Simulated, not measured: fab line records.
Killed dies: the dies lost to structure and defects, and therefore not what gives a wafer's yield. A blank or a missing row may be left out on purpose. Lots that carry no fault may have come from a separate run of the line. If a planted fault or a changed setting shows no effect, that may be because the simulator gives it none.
A single fault, viewed from 2 desks || flow nand harc || each desk has only its own numbers; what lay behind them comes last

## FOR THE TOOL OWNER'S DESK: rie diel-09
The tool's own readings at NHARC_A_BONDPAD_ETCH_12 (etches the open film in CHF3/O2, target depth 220 nm, time 110 s): means of the sampled wafers that have a number, for each lot that ran on this tool. Marked OUT: a lot whose mean sits more than 4 standard deviations from the usual mean, which makes it out of limits; the brackets give that distance.
Columns: A = bias w at NHARC_A_BONDPAD_ETCH_12, usual 200.0 W; B = drypump motor current A at NHARC_A_BONDPAD_ETCH_12, usual 5.78 A; C = oes product au at NHARC_A_BONDPAD_ETCH_12, usual 0.947 a.u.; D = rf vpp V at NHARC_A_BONDPAD_ETCH_12, usual 370.8 V; E = run length s at NHARC_A_BONDPAD_ETCH_12, usual 131.3 s; F = showerhead plenum p Torr at NHARC_A_BONDPAD_ETCH_12, usual 2.42 Torr; G = throttle valve pct at NHARC_A_BONDPAD_ETCH_12, usual 20.572 %
{"lot": "L167", "first seen here": "day 23 10:50", "A": 199.7, "B": 5.91, "C": 0.942, "D": 369.7, "E": 131.5, "F": 2.37, "G": 20.563}
{"lot": "L168", "first seen here": "day 23 18:12", "A": 199.5, "B": 5.74, "C": 0.959, "D": 370.1, "E": 131.3, "F": 2.38, "G": 20.574}
{"lot": "L166", "first seen here": "day 23 18:43", "A": 200.5, "B": 5.57, "C": 0.967, "D": 371.6, "E": 131.1, "F": 2.47, "G": 20.577}
{"lot": "L169", "first seen here": "day 23 21:13", "A": 199.7, "B": 5.75, "C": 0.969, "D": 369.3, "E": 131.4, "F": 2.38, "G": 20.580}
{"lot": "L170", "first seen here": "day 24 13:38", "A": 200.4, "B": 5.89, "C": 0.926, "D": 368.5, "E": 131.6, "F": 2.37, "G": 20.568}
{"lot": "L174", "first seen here": "day 26 05:11", "A": 199.8, "B": 5.71, "C": 0.926, "D": 373.9, "E": 131.1, "F": 2.55, "G": 20.573}
{"lot": "L175", "first seen here": "day 26 16:35", "A": 199.9, "B": 5.75, "C": 0.929, "D": 370.4, "E": 131.5, "F": 2.37, "G": 20.569}
{"lot": "L179", "first seen here": "day 28 16:28", "A": 199.8, "B": 5.72, "C": 0.960, "D": 371.3, "E": "124.9 (-15) OUT", "F": 2.46, "G": 20.583}
{"lot": "L185", "first seen here": "day 31 05:09", "A": 199.2, "B": 5.89, "C": 0.965, "D": 369.8, "E": 131.4, "F": 2.36, "G": 20.565}
{"lot": "L188", "first seen here": "day 31 08:30", "A": 199.5, "B": 5.98, "C": 0.974, "D": 369.5, "E": 131.2, "F": 2.37, "G": 20.571}
{"lot": "L187", "first seen here": "day 31 12:24", "A": 200.3, "B": 5.89, "C": 0.927, "D": 369.7, "E": 131.5, "F": 2.36, "G": 20.574}
Finding of this desk: L179 out of limits; the first was L179 at day 28 16:28, on run length s at NHARC_A_BONDPAD_ETCH_12. Within limits: L167, L168, L166, L169, L170, L174, L175, L185, L188, L187.

## FROM THE METROLOGY DESK
What the gauges read for every lot (on any tool): the sampled wafers with a number, averaged. Marked OUT: a lot whose mean sits more than 4 standard deviations from the usual mean, which makes it out of limits; the brackets give that distance.
Columns: A = overlay x nm at NHARC_A_BONDPAD_OVL_MEAS_35, usual 0 nm; B = overlay y nm at NHARC_A_BONDPAD_OVL_MEAS_35, usual 1 nm
{"lot": "L167", "first seen here": "day 23 10:32", "A": 1, "B": 0}
{"lot": "L168", "first seen here": "day 23 17:53", "A": -2, "B": -4}
{"lot": "L166", "first seen here": "day 23 18:25", "A": -1, "B": 0}
{"lot": "L169", "first seen here": "day 23 20:55", "A": -1, "B": 11}
{"lot": "L170", "first seen here": "day 24 13:20", "A": -8, "B": 8}
{"lot": "L174", "first seen here": "day 26 04:53", "A": 1, "B": 2}
{"lot": "L175", "first seen here": "day 26 16:17", "A": 8, "B": 2}
{"lot": "L179", "first seen here": "day 28 16:08", "A": -5, "B": 4}
{"lot": "L182", "first seen here": "day 29 22:07", "A": -3, "B": 4}
{"lot": "L185", "first seen here": "day 31 04:51", "A": -2, "B": -12}
{"lot": "L188", "first seen here": "day 31 08:11", "A": 4, "B": -3}
{"lot": "L187", "first seen here": "day 31 12:04", "A": -3, "B": 5}
{"lot": "L189", "first seen here": "day 32 18:16", "A": 1, "B": -7}
This desk's verdict: no lot among the 13 shows anything out of limits.

## TAKEN TOGETHER
The tool owner's desk could have raised an alarm at day 28 16:28, on L179.
From the metrology desk's view, nothing was out of limits.
The metrology desk holds a record of L179, inside its limits.
All the named lots went through NHARC_A_BONDPAD_ETCH_12 on rie diel-09.

## WHAT WAS PUT IN BY THE SIMULATOR
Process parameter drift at NHARC_A_BONDPAD_ETCH_12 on rie diel-09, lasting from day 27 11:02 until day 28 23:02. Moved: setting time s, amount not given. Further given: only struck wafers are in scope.
Struck lots among those shown: L179.
Delay in hours, fault start to first out-of-limits reading, by desk: the tool owner's desk at 29.
